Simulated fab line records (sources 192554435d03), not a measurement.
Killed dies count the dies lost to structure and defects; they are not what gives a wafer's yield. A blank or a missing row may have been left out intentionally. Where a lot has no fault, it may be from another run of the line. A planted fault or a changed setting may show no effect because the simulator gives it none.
Chamber matching	flow n5Finfet	N5_DUMMY_GATE_ETCH_36 on rieDiel-05 has 4 sister chambers
The step etches SiARC in CF4, target depth 13 nm. 8 wafers are shown with their chamber, then 7 later ones without.

== WAFERS, EACH WITH ITS CHAMBER ==
wafer	chamber	showerheadPlenumPTorr (Torr)	drypumpMotorCurrentA (A)
L074.4	0	2.13	5.82
L082.1	1	2.13	5.68
L082.6	3	2.07	6.01
L085.2	0	2.12	5.80
L085.3	1	2.13	5.67
L085.6	3	2.07	6.01
L088.3	2	2.27	5.82
L088.4	2	2.27	5.82

== WAFERS WHOSE CHAMBER IS MISSING ==
wafer	showerheadPlenumPTorr (Torr)	drypumpMotorCurrentA (A)
L088.6	2.12	5.83
L089.1	2.06	6.02
L089.3	2.13	5.67
L089.4	2.27	5.81
L097.2	2.12	5.82
L097.4	2.06	6.00
L097.5	2.12	5.81

== WHICH CHAMBER EACH ONE RAN IN ==
wafer	from the rows above	in truth
L088.6	0	0
L089.1	3	3
L089.3	1	1
L089.4	2	2
L097.2	0	0
L097.4	3	3
L097.5	0	0
7 of 7 placed correctly. From these rows, 0 cannot be placed. Number placed wrongly: 0.
How it was worked out, from the rows above alone: a wafer's distance from a chamber is the root of the sum, over the readings, of the square of ((its reading less the chamber's mean) divided by the reading's scatter). The wafer belongs to the nearest chamber; if the next one is less than 2 further off, it can't be placed. A chamber's mean is the mean of its shown wafers. The scatter: take each reading less its chamber's mean, square it, sum over the shown wafers, divide by the number of wafers less the number of chambers, and take the root.
